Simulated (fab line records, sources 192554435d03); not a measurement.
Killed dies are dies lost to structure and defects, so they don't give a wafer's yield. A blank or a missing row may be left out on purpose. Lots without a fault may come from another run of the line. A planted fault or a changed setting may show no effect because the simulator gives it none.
Problem report in the 8D (eight disciplines) form, filled by code | flow n5_finfet | the parts of the form that need people (team, actions taken, sign-off) are left out

1. THE PROBLEM
bias_w at N5_BEOL_M10_VIA_ETCH_34 reads a mean of 153.1 W on 1 wafer of 1 lot; wafers without a fault read 185.0 W with a standard deviation of 0.48. That is -66 standard deviations from the usual mean.
The step: etches SiCOH lowk in C4F6/O2, target depth 184.5 nm, time 69.2 s.
First seen on wafer L865.2, day 14 14:29, on rie_diel-02. The record holds 30 wafers of 10 lots with a number at this step. Rule for "out", or "out of limits": more than 4 standard deviations from the usual mean. The other wafers with a number count as sound.

2. WHAT IT IS AND WHAT IT IS NOT
question                    | is                | is not
which readings at this step | bias_w, rf_vpp_V  | drypump_motor_current_A, oes_f_703_au, oes_product_au, showerhead_plenum_p_Torr, throttle_valve_pct
which lots                  | L865              | L854, L856, L858, L859, L860, L862, L872, L875, L876
which wafers of those lots  | L865.2            | L865.1, L865.3
read on which tools         | rie_diel-02       | rie_diel-03, rie_diel-05
when                        | from day 14 14:29 | up to then (20 sound wafers); but 9 sound wafers of L872, L875, L876 came after

3. SUSPECTS, AND WHAT RULES EACH OUT
Counting: a tool at a process step up to the reading stays a suspect if it ran every lot that is out. Sound lots after the first of them don't rule it out here, since some wafers of a struck lot are sound.
- rie_diel-05 at N5_BEOL_M10_STRIP_67 (strips in CF4): kept. It ran the lot that is out, L865 (day 14 12:32); its last sound lot up to then is L862 (day 13 23:23).
- rie_diel-02 at N5_BEOL_M10_ETCH_65 (etches SiARC in CF4, target depth 39 nm, time 65 s): kept. It ran the lot that is out, L865 (day 14 14:18); its last sound lot up to then is L860 (day 13 03:43).
- rie_diel-02 at N5_BEOL_M10_VIA_ETCH_34 (etches SiCOH lowk in C4F6/O2, target depth 184.5 nm, time 69.2 s): kept. It ran the lot that is out, L865 (day 14 14:29); its last sound lot up to then is L860 (day 13 03:53). Its own readings are out on those wafers: bias_w, rf_vpp_V.
- Within rie_diel-05 at N5_BEOL_M10_STRIP_67: the wafers that are out ran in chamber 0; their sound lot-mates ran in chambers 1, 2.
- Within rie_diel-02 at N5_BEOL_M10_ETCH_65: the wafers that are out ran in chamber 0; their sound lot-mates ran in chambers 1, 2.
- Within rie_diel-02 at N5_BEOL_M10_VIA_ETCH_34: the wafers that are out ran in chamber 0; their sound lot-mates ran in chambers 1, 2.
Left after counting: rie_diel-05 at N5_BEOL_M10_STRIP_67, rie_diel-02 at N5_BEOL_M10_ETCH_65, rie_diel-02 at N5_BEOL_M10_VIA_ETCH_34.

4. THE CAUSE (what the simulator had put in)
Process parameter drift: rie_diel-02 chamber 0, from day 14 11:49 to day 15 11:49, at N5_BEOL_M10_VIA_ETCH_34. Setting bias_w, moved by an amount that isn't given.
Counting left 3 suspects, and this tool is among them.

5. THE CHAIN OF EFFECTS, in route order
Each row: a reading whose mean over the struck wafers that have a number lies more than 3 standard deviations from the usual. Only readings for which the record gives a usual standard deviation are gone through. hours: the time from each lot's start at the first step in this table that gives one to its start at this step, as a median over the lots. sigmas: the change in usual standard deviations.
hours | step                    | reading  | usual   | on struck wafers | change | sigmas
0     | N5_BEOL_M10_VIA_ETCH_34 | bias_w   | 185.0 W | 153.1            | -31.9  | -66
0     | N5_BEOL_M10_VIA_ETCH_34 | rf_vpp_V | 672 V   | 577              | -95    | -5.0
The process steps in it:
- N5_BEOL_M10_VIA_ETCH_34: etches SiCOH lowk in C4F6/O2, target depth 184.5 nm, time 69.2 s.

6. WHAT WOULD HAVE CAUGHT IT SOONER
In this record the first reading out of limits was taken at day 14 14:29, 3 hours after the fault began at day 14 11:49.
